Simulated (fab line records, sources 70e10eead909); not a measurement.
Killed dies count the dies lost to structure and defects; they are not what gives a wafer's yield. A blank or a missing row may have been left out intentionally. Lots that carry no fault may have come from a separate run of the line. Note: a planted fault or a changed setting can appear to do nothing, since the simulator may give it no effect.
fab line records + flow nand_harc
[record]
- lots = 5
- wafers = 15
- last_day = 33
route steps=1302 shown P_GATE@126 END@1302
lots with no fault: from the same line, run without faults
start_h: hours from the record's first day to the start of the lot's first wafer shown + wait_h: hours from the lot's prior step to this one + " same as the row above + L1.1+2: a row that stands for several wafers + - no value, or no start was given + * or withheld: withheld + < > ~ a bound
route shown NAME@n: names a module that has steps shown in the file, with the first one's number in the route + usual: mean/standard deviation of fault-free wafers + same: alike in all rows + chamber/n: place in a boat + sites: the reading at each site + _std_site: their standard deviation + _edge_site: mean of outer sites minus mean of inner sites + radius_mm: how far each site lies from the wafer's centre + mask NAME#n: copy n + behind: the last tool/chamber to shape the wafer + hold: what put the lot on hold/how long, in hours/how the hold closed + device: whichever transistor did not switch (one of n, p or np) + end of line: tests run on the same wafers once the route is complete + where a step has no rows: the recipe by itself + killed: not the wafer's yield, but the dies lost to structure and defects at the first sort + map: a wafer's dies, marking killed ones x, the rest . and places with no die _
set.NAME: the setting as run; set.NAME@STEP: as run at that earlier step + model.NAME: the simulator's own value behind a step, which no gauge read
lots at some steps of the route; a table a step, a row a wafer
services: the hour from which a tool's chamber was out of use, counted from the record's first day as start_h (under 0 if before that day), plus the number of hours and why
[[steps]]
[step NHARC_P_GATE_STRIP_15]
[recipe]
- time_s = 780
- temp_c = 130
- chemistry = SPM
[step NHARC_P_GATE_PRECLEAN_71]
[recipe]
- time_s = *
- temp_c = 50
- bath_age_min = 0
- chemistry = SC1
[step NHARC_P_GATE_SRD_72]
[step NHARC_P_GATE_OXIDE_16]
[recipe]
- target_thk_a = 30
- temp_c = 875
- ox_time_s = 392
- material = SiO2
[step NHARC_P_GATE_CVD_17]
[recipe]
- target_thk_a = 1500
- temp_c = 620
- time_s = 900
- material = poly-Si
[step NHARC_P_GATE_HM_DEP_102]
[recipe]
- target_thk_a = 1200
- temp_c = 400
- material = aC
[usual]
- throttle_valve_pct = 35.000/0.0091
| lot.wafer | tool       | chamber | start_h | wait_h | throttle_valve_pct |
|-----------|------------|---------|---------|--------|--------------------|
| L588.3    | acl_dep-02 | 0       | 104.80  | 2.3    | 35.009             |
| L588.4    | "          | 0       | "       | "      | 35.002             |
| L588.6    | "          | 0       | "       | "      | 34.994             |
| L593.2    | acl_dep-02 | 0       | 157.66  | 0.5    | 35.007             |
| L593.3    | "          | 0       | "       | "      | 34.986             |
| L593.5    | "          | 0       | "       | "      | 34.999             |
| L604.3    | acl_dep-02 | 0       | 262.78  | 0.6    | 34.992             |
| L604.4    | "          | 0       | "       | "      | 34.995             |
| L604.6    | "          | 0       | "       | "      | 34.993             |
| L609.2    | acl_dep-01 | 0       | 317.71  | 0.5    | 34.989             |
| L609.3    | "          | 0       | "       | "      | 35.011             |
| L609.5    | "          | 0       | "       | "      | 35.001             |
| L608.3    | acl_dep-02 | 0       | 317.82  | 0.6    | 34.998             |
| L608.4    | "          | 0       | "       | "      | 34.998             |
| L608.6    | "          | 0       | "       | "      | 34.991             |
[step NHARC_P_GATE_DEP_103]
[recipe]
- target_thk_a = 300
- target_thk_nm = 30
- temp_c = 400
- flow_sccm = 200
- rf_w = 350
- material = SiON
[step NHARC_P_GATE_DEHYDRATE_18]
[recipe]
- temp_c = 150
- time_s = 120
[step NHARC_P_GATE_HMDS_19]
[recipe]
- time_s = 30
[step NHARC_P_GATE_COAT_20]
[recipe]
- spin_rpm = 1500
- resist_thk_nm = 90
[step NHARC_P_GATE_SOFTBAKE_21]
[recipe]
- temp_c = 105
- time_s = 55
[step NHARC_P_GATE_EBR_22]
[step NHARC_P_GATE_EXPOSE_23]
[recipe]
- na = 1.35
- target_cd_nm = 120
- dose_mj = 93.91
- mask_id = P_GATE
[same]
- na = 1.35
| lot.wafer  | tool            | chamber | start_h | wait_h | mask        |
|------------|-----------------|---------|---------|--------|-------------|
| L588.3+4+6 | arfi_scanner-03 | 0       | 105.67  | -      | P_GATE#0    |
| L593.2+3+5 | arfi_scanner-03 | 0       | 158.76  | -      | P_GATE_R1#0 |
| L604.3+4+6 | arfi_scanner-02 | 0       | 263.77  | -      | P_GATE#0    |
| L609.2+3+5 | arfi_scanner-01 | 0       | 318.81  | -      | P_GATE#0    |
| L608.3+4+6 | arfi_scanner-03 | 0       | 318.97  | -      | P_GATE#0    |
[step NHARC_P_GATE_PEB_24]
[recipe]
- peb_temp_c = 100
- peb_time_s = 65
[step NHARC_P_GATE_DEVELOP_25]
[recipe]
- develop_time_s = 35
- dev_temp_c = 23
[step NHARC_P_GATE_CD_MEAS_26]
[recipe]
- target_cd_nm = 120
- landing_energy_ev = 500
[usual]
- cd_nm = 120.3/0.74
| lot.wafer | tool      | chamber | start_h | wait_h | cd_nm |
|-----------|-----------|---------|---------|--------|-------|
| L588.3    | cd_sem-03 | 0       | 105.81  | -      | 120.5 |
| L588.4    | "         | 0       | "       | "      | 120.4 |
| L588.6    | "         | 0       | "       | "      | 121.1 |
| L593.2    | cd_sem-02 | 0       | 158.89  | -      | 103.1 |
| L593.3    | "         | 0       | "       | "      | 102.2 |
| L593.5    | "         | 0       | "       | "      | 102.6 |
| L604.3    | cd_sem-03 | 0       | 263.92  | -      | 122.0 |
| L604.4    | "         | 0       | "       | "      | 121.0 |
| L604.6    | "         | 0       | "       | "      | 121.0 |
| L609.2    | cd_sem-02 | 0       | 318.95  | -      | 120.7 |
| L609.3    | "         | 0       | "       | "      | 120.5 |
| L609.5    | "         | 0       | "       | "      | 120.6 |
| L608.3    | cd_sem-01 | 0       | 319.10  | -      | 119.9 |
| L608.4    | "         | 0       | "       | "      | 120.7 |
| L608.6    | "         | 0       | "       | "      | 119.5 |
[step NHARC_P_GATE_OVL_MEAS_27]
[usual]
- overlay_x_nm = 0.1/0.9
- overlay_y_nm = 0.1/1
| lot.wafer | tool       | chamber | start_h | wait_h | overlay_x_nm | overlay_y_nm |
|-----------|------------|---------|---------|--------|--------------|--------------|
| L588.3    | overlay-02 | -       | 105.90  | -      | -1.2         | 0.2          |
| L588.4    | "          | -       | "       | "      | -0.4         | 0.7          |
| L588.6    | "          | -       | "       | "      | -1.2         | 0.3          |
| L593.2    | overlay-01 | -       | 158.98  | -      | 1.4          | -0.6         |
| L593.3    | "          | -       | "       | "      | 1.2          | -0.4         |
| L593.5    | "          | -       | "       | "      | 1.1          | -0.7         |
| L604.3    | overlay-02 | -       | 264.00  | -      | 0.7          | -0.6         |
| L604.4    | "          | -       | "       | "      | 0.3          | -0.2         |
| L604.6    | "          | -       | "       | "      | 0.3          | 0.4          |
| L609.2    | overlay-02 | -       | 319.03  | -      | 0.1          | 0.9          |
| L609.3    | "          | -       | "       | "      | 0.1          | 0.9          |
| L609.5    | "          | -       | "       | "      | 0.0          | 0.7          |
| L608.3    | overlay-01 | -       | 319.19  | -      | -0.6         | -1.7         |
| L608.4    | "          | -       | "       | "      | 0.1          | -2.5         |
| L608.6    | "          | -       | "       | "      | 0.2          | -2.1         |
[step NHARC_P_GATE_INSPECT_28]
[usual]
- raw_defect_count = 6.5/2.8
| lot.wafer | tool              | chamber | start_h | wait_h | raw_defect_count |
|-----------|-------------------|---------|---------|--------|------------------|
| L588.3    | defect_inspect-01 | -       | 105.93  | 0.0    | 8                |
| L588.4    | "                 | -       | "       | "      | 4                |
| L588.6    | "                 | -       | "       | "      | 3                |
| L593.2    | defect_inspect-02 | -       | 159.02  | 0.0    | 11               |
| L593.3    | "                 | -       | "       | "      | 4                |
| L593.5    | "                 | -       | "       | "      | 6                |
| L604.3    | defect_inspect-02 | -       | 264.04  | 0.0    | 9                |
| L604.4    | "                 | -       | "       | "      | 5                |
| L604.6    | "                 | -       | "       | "      | 9                |
| L609.2    | defect_inspect-01 | -       | 319.07  | 0.0    | 14               |
| L609.3    | "                 | -       | "       | "      | 7                |
| L609.5    | "                 | -       | "       | "      | 12               |
| L608.3    | defect_inspect-02 | -       | 319.23  | 0.0    | 7                |
| L608.4    | "                 | -       | "       | "      | 4                |
| L608.6    | "                 | -       | "       | "      | 9                |
[step NHARC_P_GATE_DESCUM_31]
[recipe]
- time_s = 3
- o2_flow_sccm = 200
- ar_flow_sccm = 0
- bias_power_w = 0
- chemistry = O2
[usual]
- drypump_motor_current_A = 5.75/0.28
- oes_product_au = 0.996/0.01
- rf_vpp_V = 57.8/0.87
- showerhead_plenum_p_Torr = 1.91/0.1
- throttle_valve_pct = 11.311/0.0083
| lot.wafer | tool        | chamber | start_h | wait_h | drypump_motor_current_A | oes_product_au | rf_hours_counter_h | rf_vpp_V | showerhead_plenum_p_Torr | throttle_valve_pct | model.P_GATE.cd_nm |
|-----------|-------------|---------|---------|--------|-------------------------|----------------|--------------------|----------|--------------------------|--------------------|--------------------|
| L588.4    | rie_diel-01 | 3       | 105.99  | 0.1    | 5.83                    | 0.994          | 3.5                | 57.5     | 2.03                     | 11.319             | 120.5              |
| L588.3    | "           | 0       | "       | "      | 6.01                    | 0.994          | 4.1                | 55.8     | 1.81                     | 11.301             | 120.1              |
| L588.6    | "           | 0       | "       | "      | 6.00                    | 1.001          | -                  | 58.2     | 1.81                     | 11.305             | 120.6              |
| L593.2    | rie_diel-01 | 2       | 159.08  | 0.1    | 5.74                    | 1.002          | 6.7                | 58.9     | 2.05                     | 11.310             | 103.3              |
| L593.3    | "           | 1       | "       | "      | 5.41                    | 1.000          | 7.0                | 56.9     | 1.83                     | 11.321             | 102.5              |
| L593.5    | "           | 3       | "       | "      | 5.87                    | 0.990          | -                  | 58.7     | 2.03                     | 11.315             | 102.4              |
| L604.3    | rie_diel-01 | 0       | 264.10  | 0.1    | 6.05                    | 0.988          | 2.9                | 57.3     | 1.80                     | 11.294             | 122.1              |
| L604.4    | "           | 3       | "       | "      | 5.83                    | 0.986          | 2.9                | 57.7     | 2.03                     | 11.303             | 121.3              |
| L604.6    | "           | 1       | "       | "      | 5.42                    | 1.003          | -                  | 58.6     | 1.83                     | 11.292             | 121.5              |
| L609.2    | rie_diel-02 | 0       | 319.15  | 0.1    | 6.31                    | 0.996          | 3.8                | 57.9     | 1.79                     | 11.314             | 121.2              |
| L609.3    | "           | 1       | "       | "      | 5.68                    | 1.006          | 3.9                | 58.5     | 2.01                     | 11.322             | 120.7              |
| L609.5    | "           | 3       | "       | "      | 6.21                    | 1.001          | -                  | 58.3     | 1.95                     | 11.310             | 120.7              |
| L608.4    | rie_diel-07 | 3       | 319.28  | 0.1    | 5.28                    | 0.996          | 0.6                | 57.3     | 1.84                     | 11.303             | 119.5              |
| L608.3    | "           | 1       | "       | "      | 5.50                    | 1.019          | 1.0                | 58.0     | 1.90                     | 11.312             | 120.7              |
| L608.6    | "           | 3       | "       | "      | 5.28                    | 1.003          | -                  | 58.2     | 1.84                     | 11.303             | 118.8              |
[step NHARC_P_GATE_ETCH_104]
[recipe]
- target_depth_a = 600
- time_s = withheld
- cf4_flow_sccm = 100
- chf3_flow_sccm = 30
- ar_flow_sccm = 0
- rf_w = 500
- bias_w = 200
- chemistry = CF4/CHF3
[usual]
- drypump_motor_current_A = 5.73/0.27
- oes_product_au = 0.948/0.023
- rf_vpp_V = 370.4/2.8
- showerhead_plenum_p_Torr = 1.57/0.08
- throttle_valve_pct = 16.803/0.0078
| lot.wafer | tool        | chamber | start_h | wait_h | drypump_motor_current_A | oes_product_au | rf_vpp_V | showerhead_plenum_p_Torr | throttle_valve_pct |
|-----------|-------------|---------|---------|--------|-------------------------|----------------|----------|--------------------------|--------------------|
| L588.3    | rie_diel-01 | 0       | 106.08  | 0.1    | 6.01                    | 0.964          | 367.4    | 1.49                     | 16.792             |
| L588.4    | "           | 3       | "       | "      | 5.81                    | 0.962          | 372.2    | 1.66                     | 16.800             |
| L588.6    | "           | 1       | "       | "      | 5.40                    | 0.979          | 368.2    | 1.51                     | 16.817             |
| L593.2    | rie_diel-01 | 0       | 159.16  | 0.1    | 5.98                    | 0.909          | 367.4    | 1.49                     | 16.797             |
| L593.3    | "           | 3       | "       | "      | 5.84                    | 0.917          | 374.4    | 1.66                     | 16.805             |
| L593.5    | "           | 1       | "       | "      | 5.37                    | 0.921          | 368.1    | 1.51                     | 16.795             |
| L604.3    | rie_diel-01 | 1       | 264.18  | 0.1    | 5.40                    | 0.931          | 367.7    | 1.51                     | 16.803             |
| L604.4    | "           | 0       | "       | "      | 5.98                    | 0.920          | 367.4    | 1.49                     | 16.791             |
| L604.6    | "           | 1       | "       | "      | 5.39                    | 0.919          | 368.6    | 1.51                     | 16.798             |
| L609.3    | rie_diel-02 | 0       | 319.22  | 0.1    | 6.33                    | 0.985          | 365.9    | 1.48                     | 16.806             |
| L609.2    | "           | 2       | "       | "      | 5.82                    | 0.967          | 367.9    | 1.53                     | 16.798             |
| L609.5    | "           | 1       | "       | "      | 5.69                    | 0.973          | 372.1    | 1.65                     | 16.803             |
| L608.3    | rie_diel-07 | 3       | 319.37  | 0.1    | 5.31                    | 0.921          | 369.8    | 1.51                     | 16.798             |
| L608.4    | "           | 0       | "       | "      | 5.90                    | 0.930          | 372.8    | 1.66                     | 16.818             |
| L608.6    | "           | 0       | "       | "      | 5.91                    | 0.935          | 374.0    | 1.66                     | 16.809             |
[step NHARC_P_GATE_HM_OPEN_105]
[recipe]
- target_depth_a = 3600
- o2_flow_sccm = 400
- cos_flow_sccm = 20
- ar_flow_sccm = 0
- rf_w = 500
- bias_w = 300
- chemistry = O2/COS
[usual]
- drypump_motor_current_A = 5.75/0.28
- oes_product_au = 0.996/0.01
- rf_vpp_V = 467/3.5
- showerhead_plenum_p_Torr = 3.11/0.16
- throttle_valve_pct = 28.330/0.0088
| lot.wafer | tool        | chamber | start_h | wait_h | drypump_motor_current_A | oes_product_au | rf_hours_counter_h | rf_vpp_V | showerhead_plenum_p_Torr | throttle_valve_pct |
|-----------|-------------|---------|---------|--------|-------------------------|----------------|--------------------|----------|--------------------------|--------------------|
| L588.3    | rie_diel-01 | 0       | -       | -      | 5.99                    | 0.997          | 4.2                | 463      | 2.96                     | 28.327             |
| L588.4    | "           | 2       | "       | "      | 5.72                    | 1.007          | 3.3                | 471      | 3.34                     | 28.340             |
| L588.6    | "           | 1       | "       | "      | 5.41                    | 1.012          | -                  | 464      | 2.99                     | 28.336             |
| L593.2    | rie_diel-01 | 1       | -       | -      | 5.40                    | 0.998          | 7.0                | 465      | 2.99                     | 28.329             |
| L593.3    | "           | 3       | "       | "      | 5.85                    | 0.995          | 6.4                | 470      | 3.30                     | 28.338             |
| L593.5    | "           | 2       | "       | "      | 5.74                    | 0.991          | -                  | 471      | 3.34                     | 28.339             |
| L604.4    | rie_diel-01 | 3       | -       | -      | 5.86                    | 0.989          | 2.9                | 471      | 3.30                     | 28.332             |
| L604.3    | "           | 0       | "       | "      | 6.03                    | 0.986          | 2.9                | 465      | 2.95                     | 28.337             |
| L604.6    | "           | 0       | "       | "      | 6.02                    | 0.981          | -                  | 463      | 2.95                     | 28.347             |
| L609.3    | rie_diel-02 | 2       | -       | -      | 5.83                    | 1.012          | 4.5                | 467      | 3.04                     | 28.334             |
| L609.2    | "           | 3       | "       | "      | 6.26                    | 1.005          | 3.2                | 468      | 3.18                     | 28.332             |
| L609.5    | "           | 0       | "       | "      | 6.31                    | 1.000          | -                  | 464      | 2.93                     | 28.327             |
| L608.4    | rie_diel-07 | 2       | -       | -      | 5.63                    | 0.990          | 0.9                | 463      | 2.91                     | 28.333             |
| L608.3    | "           | 3       | "       | "      | 5.28                    | 0.987          | 0.6                | 465      | 3.00                     | 28.327             |
| L608.6    | "           | 2       | "       | "      | 5.62                    | 0.988          | -                  | 463      | 2.91                     | 28.323             |
[step NHARC_P_GATE_STRIP_106]
[recipe]
- o2_flow_sccm = 400
- cos_flow_sccm = 20
- ar_flow_sccm = 0
- bias_w = 0
- chemistry = O2/COS
[step NHARC_P_GATE_ETCH_114]
[recipe]
- target_depth_a = 300
- overetch_a = 30
- time_s = 16.5
- ion_energy_ev = 100
- cf4_flow_sccm = 80
- o2_flow_sccm = 20
- ar_flow_sccm = 0
- rf_w = 300
- bias_w = 100
- chemistry = CF4/O2
[usual]
- drypump_motor_current_A = 5.73/0.27
- oes_product_au = 0.995/0.0087
- rf_vpp_V = 197.7/1.6
- showerhead_plenum_p_Torr = 1.34/0.071
- throttle_valve_pct = 13.397/0.0084
| lot.wafer | tool        | chamber | start_h | wait_h | drypump_motor_current_A | oes_product_au | rf_hours_counter_h | rf_vpp_V | showerhead_plenum_p_Torr | throttle_valve_pct |
|-----------|-------------|---------|---------|--------|-------------------------|----------------|--------------------|----------|--------------------------|--------------------|
| L588.4    | rie_diel-01 | 3       | -       | -      | 5.84                    | 0.989          | 3.5                | 198.3    | 1.42                     | 13.402             |
| L588.3    | "           | 0       | "       | "      | 6.04                    | 1.003          | 4.2                | 195.3    | 1.26                     | 13.407             |
| L588.6    | "           | 2       | "       | "      | 5.75                    | 1.006          | -                  | 198.3    | 1.43                     | 13.397             |
| L593.3    | rie_diel-01 | 3       | -       | -      | 5.82                    | 0.999          | 6.4                | 199.3    | 1.41                     | 13.398             |
| L593.2    | "           | 1       | "       | "      | 5.40                    | 0.987          | 7.1                | 197.8    | 1.28                     | 13.398             |
| L593.5    | "           | 2       | "       | "      | 5.72                    | 0.991          | -                  | 200.2    | 1.43                     | 13.389             |
| L604.4    | rie_diel-01 | 0       | -       | -      | 6.01                    | 0.992          | 2.9                | 195.4    | 1.26                     | 13.404             |
| L604.3    | "           | 1       | "       | "      | 5.40                    | 0.990          | 2.4                | 197.0    | 1.28                     | 13.396             |
| L604.6    | "           | 0       | "       | "      | 6.02                    | 0.991          | -                  | 196.8    | 1.26                     | 13.394             |
| L609.3    | rie_diel-02 | 2       | -       | -      | 5.83                    | 1.002          | 4.5                | 195.4    | 1.30                     | 13.403             |
| L609.2    | "           | 3       | "       | "      | 6.22                    | 1.000          | 3.2                | 197.8    | 1.36                     | 13.378             |
| L609.5    | "           | 2       | "       | "      | 5.83                    | 1.015          | -                  | 196.3    | 1.30                     | 13.409             |
| L608.4    | rie_diel-07 | 2       | -       | -      | 5.63                    | 1.001          | 0.9                | 195.4    | 1.24                     | 13.399             |
| L608.3    | "           | 1       | "       | "      | 5.53                    | 1.029          | 1.0                | 198.4    | 1.33                     | 13.397             |
| L608.6    | "           | 3       | "       | "      | 5.30                    | 1.000          | -                  | 196.2    | 1.28                     | 13.383             |
[step NHARC_P_GATE_ETCH_32]
[recipe]
- target_depth_a = 1500
- over_etch_frac = 1
- over_etch_ion_energy_ev = 40
- time_s = 100.1
- hbr_flow_sccm = 150
- cl2_flow_sccm = 50
- rf_w = 400
- icp_w = 400
- bias_w = 100
- chemistry = HBr/Cl2
[usual]
- drypump_motor_current_A = 5.8/0.57
- oes_product_au = 0.996/0.013
- throttle_valve_pct = 26.403/0.0078
[same]
- over_etch_frac = 1
| lot.wafer | tool      | chamber | start_h | wait_h | drypump_motor_current_A | oes_product_au | rf_hours_counter_h | throttle_valve_pct | model.P_GATE.cd_nm |
|-----------|-----------|---------|---------|--------|-------------------------|----------------|--------------------|--------------------|--------------------|
| L588.4    | rie_si-04 | 2       | 106.46  | -      | 5.0                     | 0.983          | 0.63               | 26.395             | 125.1              |
| L588.3    | "         | 3       | "       | "      | 6.0                     | 0.968          | 0.69               | 26.399             | 120.2              |
| L588.6    | "         | 2       | "       | "      | 5.0                     | 0.980          | -                  | 26.405             | 118.5              |
| L593.3    | rie_si-04 | 0       | 159.55  | -      | 6.1                     | 0.997          | 1.00               | 26.413             | 105.3              |
| L593.2    | "         | 3       | "       | "      | 6.0                     | 0.957          | 1.06               | 26.407             | 99.79              |
| L593.5    | "         | 0       | "       | "      | 6.1                     | 1.007          | -                  | 26.402             | 104.9              |
| L604.3    | rie_si-03 | 0       | 264.56  | -      | 4.7                     | 0.993          | 0.26               | 26.413             | 122                |
| L604.4    | "         | 2       | "       | "      | 5.1                     | 0.985          | 0.23               | 26.404             | 122                |
| L604.6    | "         | 0       | "       | "      | 4.7                     | 0.993          | -                  | 26.406             | 119.9              |
| L609.3    | rie_si-03 | 1       | 319.60  | -      | 6.3                     | 1.005          | 0.52               | 26.402             | 120.4              |
| L609.2    | "         | 3       | "       | "      | 6.2                     | 1.010          | 0.58               | 26.405             | 128                |
| L609.5    | "         | 2       | "       | "      | 5.2                     | 0.987          | -                  | 26.408             | 118.5              |
| L608.4    | rie_si-04 | 2       | 319.76  | -      | 5.0                     | 0.992          | 0.81               | 26.407             | 121.2              |
| L608.3    | "         | 0       | "       | "      | 6.1                     | 1.015          | 0.92               | 26.389             | 124.4              |
| L608.6    | "         | 1       | "       | "      | 6.7                     | 1.005          | -                  | 26.402             | 117.8              |
[step NHARC_P_GATE_STRIP_108]
[recipe]
- o2_flow_sccm = 500
- ar_flow_sccm = 0
- bias_w = 0
- chemistry = O2
[usual]
- drypump_motor_current_A = 5.8/0.31
- oes_product_au = 0.995/0.011
- rf_vpp_V = 57.7/0.88
- showerhead_plenum_p_Torr = 3.50/0.17
- throttle_valve_pct = 17.037/0.0091
| lot.wafer | tool        | chamber | start_h | wait_h | drypump_motor_current_A | oes_product_au | rf_hours_counter_h | rf_vpp_V | showerhead_plenum_p_Torr | throttle_valve_pct |
|-----------|-------------|---------|---------|--------|-------------------------|----------------|--------------------|----------|--------------------------|--------------------|
| L588.3    | rie_diel-02 | 2       | 106.62  | -      | 5.9                     | 0.994          | 3.1                | 57.6     | 3.44                     | 17.036             |
| L588.4    | "           | 0       | "       | "      | 6.3                     | 1.008          | 3.4                | 57.5     | 3.32                     | 17.031             |
| L588.6    | "           | 2       | "       | "      | 5.9                     | 0.982          | -                  | 58.2     | 3.44                     | 17.040             |
| L593.2    | rie_diel-07 | 1       | 159.76  | -      | 5.5                     | 1.004          | 0.4                | 57.6     | 3.52                     | 17.040             |
| L593.3    | "           | 3       | "       | "      | 5.3                     | 0.984          | 0.6                | 57.7     | 3.40                     | 17.035             |
| L593.5    | "           | 1       | "       | "      | 5.5                     | 1.012          | -                  | 56.3     | 3.52                     | 17.041             |
| L604.4    | rie_diel-01 | 0       | 264.74  | -      | 6.0                     | 0.991          | 3.0                | 57.9     | 3.34                     | 17.035             |
| L604.3    | "           | 1       | "       | "      | 5.4                     | 0.997          | 2.4                | 56.9     | 3.38                     | 17.031             |
| L604.6    | "           | 0       | "       | "      | 6.1                     | 0.987          | -                  | 57.2     | 3.34                     | 17.036             |
| L609.3    | rie_diel-01 | 0       | 319.78  | -      | 6.0                     | 0.985          | 6.6                | 57.2     | 3.34                     | 17.024             |
| L609.2    | "           | 1       | "       | "      | 5.4                     | 0.999          | 6.6                | 59.1     | 3.38                     | 17.037             |
| L609.5    | "           | 0       | "       | "      | 6.0                     | 0.990          | -                  | 57.7     | 3.34                     | 17.021             |
| L608.4    | rie_diel-02 | 1       | 319.92  | -      | 5.7                     | 0.996          | 4.0                | 58.7     | 3.70                     | 17.037             |
| L608.3    | "           | 3       | "       | "      | 6.2                     | 0.995          | 3.2                | 57.5     | 3.60                     | 17.041             |
| L608.6    | "           | 1       | "       | "      | 5.7                     | 0.999          | -                  | 58.9     | 3.70                     | 17.040             |
[step NHARC_END_SORT_01]
[recipe]
- temp_c = 25
[usual]
- killed_at_array = 56/17
- killed_at_other = 0.9/1.2
- killed_at_periphery = 3.9/2.5
- killed_dies = 61/17
- killed_open = 3.2/1.8
- killed_short = 2.7/1.7
[same]
- gross_dies = 677
| lot.wafer | tool      | chamber | start_h | wait_h | killed_at_array | killed_at_other | killed_at_periphery | killed_dies | killed_open | killed_short |
|-----------|-----------|---------|---------|--------|-----------------|-----------------|---------------------|-------------|-------------|--------------|
| L593.2    | prober-02 | 0       | 632.91  | 2.8    | 41              | 1               | 154                 | 196         | 1           | 0            |
| L593.3    | prober-02 | 0       | 633.69  | 3.1    | 37              | 0               | 27                  | 64          | 1           | 3            |
| L593.5    | prober-02 | 0       | 635.26  | 3.6    | 53              | 1               | 81                  | 135         | 2           | 0            |
// killed by level:class
L593.2 P_GATE:area_expose=151 A_SLIT:chamber_film_flake=13 A_CHANNEL_HOLE_D2:chamber_film_flake=12 A_CHANNEL_HOLE_D1:chamber_film_flake=4 A_WL_FILL:chamber_film_flake=3 A_CONTACT:chamber_film_flake=3 P_M1:chamber_film_flake=2 A_STAIRCASE:chamber_film_flake=2
L593.3 P_GATE:area_expose=24 A_SLIT:chamber_film_flake=18 A_CONTACT:chamber_film_flake=5 A_STAIRCASE:chamber_film_flake=3 P_ZERO_WELL:chamber_film_flake=2 A_CHANNEL_HOLE_D2:chamber_film_flake=2 A_CHANNEL_FILL_D2:chamber_film_flake=2 A_CHANNEL_FILL_D1:geometric_particle:short=1
L593.5 P_GATE:area_expose=77 A_SLIT:chamber_film_flake=23 A_CHANNEL_HOLE_D2:chamber_film_flake=16 A_CONTACT:chamber_film_flake=5 A_STAIRCASE:chamber_film_flake=4 P_ZERO_WELL:chamber_film_flake=2 A_ONON_D2:geometric_particle:open=1 A_CHANNEL_FILL_D2:geometric_particle:open=1
// map L593.2 (x killed, . not)
____________.____________
_________..x...._________
_______.....x....._______
______.............______
_____..............._____
____......x..x..x....____
____.........x.......____
___......xxxxx.x.x....___
___........xx.x.x.....___
__......x.x...x..x.....__
__...x....xx.x.........__
_........xxxx.xx........_
_.x.....xxxx....xxxx...x_
_......xx..x.xxxx......._
_.....xx.xxx.x..x......._
_.....x.xx.x.xx.xxx..x.._
..x..x.x.x.xxx.x.........
....x.x.xxxxxxxxxx.......
......x.xxxx.xx..........
....x..x.x.xxx.x.x.xx....
.....xxxx..xxxxxxx...xx..
_.....xxxxxxxxxx.xx....._
_.xx..x...x.xxxx.x....x._
_....x.xxxx....xx......._
_..x..xxxxxxx.x.x.....x._
_.....x...x.xxx........._
__......x..xxx...x..x..__
__......x....xx...x....__
___.....xx........x.x.___
___...x.x...........x.___
____.........x.x..xxx____
____.........x...xxxx____
_____......x.x...xxx_____
______..........xxx______
_______..........x_______
_________......._________
____________.____________
// map L608.3 (x killed, . not)
____________.____________
_________......._________
_______..........._______
______.............______
_____........x......_____
____..x.xxx....x....x____
____.x...............____
___...xxx...........x.___
___x...x..........x...___
__......x......x.......__
__.x.x..x.x............__
_...................x.x._
_......................x_
_......x........x......._
_.....................x._
_......................._
.........................
....................x....
.x.....................x.
.................x.......
.........................
_......x...............x_
_..................xx..._
_......................._
_......................._
_......................._
__.............x.......__
__.....................__
___..............xx...___
___...............x...___
____...............x.____
____..x..........x...____
_____.x.........x..._____
______x........xx..______
_______..........._______
_________......._________
____________.____________
[[services]]
| tool            | chamber | start_h | hours | kind   |
|-----------------|---------|---------|-------|--------|
| rie_diel-07     | -       | 117.20  | 9.0   | pm     |
| rie_diel-02     | -       | 118.30  | 0.6   | repair |
| rie_diel-02     | -       | 121.04  | 0.2   | repair |
| rie_diel-07     | 1       | 147.18  | 7.6   | repair |
| rie_si-04       | 1       | 153.06  | 19.3  | repair |
| rie_diel-02     | 1       | 158.56  | 31.6  | repair |
| arfi_scanner-03 | -       | 159.04  | 0.4   | repair |
| rie_si-04       | -       | 165.00  | 9.0   | pm     |
| rie_diel-07     | 0       | 171.99  | 1.6   | repair |
| rie_si-04       | 2       | 190.77  | 21.1  | repair |
| rie_diel-02     | 1       | 191.53  | 11.1  | repair |
| rie_diel-02     | 0       | 192.63  | 1.2   | repair |
| arfi_scanner-03 | -       | 196.00  | 4.0   | pm     |
| rie_diel-01     | -       | 204.31  | 9.0   | pm     |
| rie_diel-02     | 2       | 212.08  | 1.7   | repair |
| arfi_scanner-03 | -       | 214.50  | 0.8   | repair |
| rie_diel-02     | -       | 216.70  | 9.0   | pm     |
| rie_diel-02     | 3       | 228.12  | 17.8  | repair |
| rie_diel-07     | 0       | 235.24  | 6.1   | repair |
| arfi_scanner-03 | -       | 237.99  | 0.6   | repair |
| acl_dep-02      | -       | 248.27  | 13.0  | pm     |
| rie_diel-07     | 3       | 255.63  | 10.9  | repair |
| rie_diel-07     | -       | 294.26  | 9.0   | pm     |
| rie_diel-01     | 3       | 319.03  | 2.6   | repair |
[[key]]
[first_sign]
- step = NHARC_P_GATE_EXPOSE_23
- reading = mask
- direction = changed
[effect]
- step = NHARC_P_GATE_CD_MEAS_26
- reading = cd_nm
- direction = down
- sigmas = 24
- usual = 120.3
- struck = 102.6
[effect]
- step = NHARC_END_SORT_01
- reading = killed_at_periphery
- direction = up
- sigmas = 34
- usual = 3.9
- struck = 87.3
[model_effect]
- step = NHARC_P_GATE_DESCUM_31
- value = P_GATE.cd_nm
- without = 120.7
- struck = 102.7
[model_effect]
- step = NHARC_P_GATE_ETCH_32
- value = P_GATE.cd_nm
- without = 121.3
- struck = 103.3
[more_kills_born_at]
- NHARC_P_GATE_EXPOSE_23@arfi_scanner-03 = 252
met_at NHARC_P_GATE_EXPOSE_23
struck_wafers L593.2,L593.3,L593.5
tester_left_out L593
onset_between 105.67 158.76
[fault]
- kind = wrong_mask
- tool = any
- chamber = -
- onset_h = 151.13
- steps = NHARC_P_GATE_EXPOSE_23
- aux_copy = P_GATE_R1#0
- cd_offset_nm = -17.999
- scope = struck_lots_only
// tester_left_out: of these lots the tester's yield and bins aren't shown, on N5 and GAA mostly nor the transistor test; their killed dies are dies lost to structure and defects alone, not to doping, threshold or leakage, so they don't give the yield
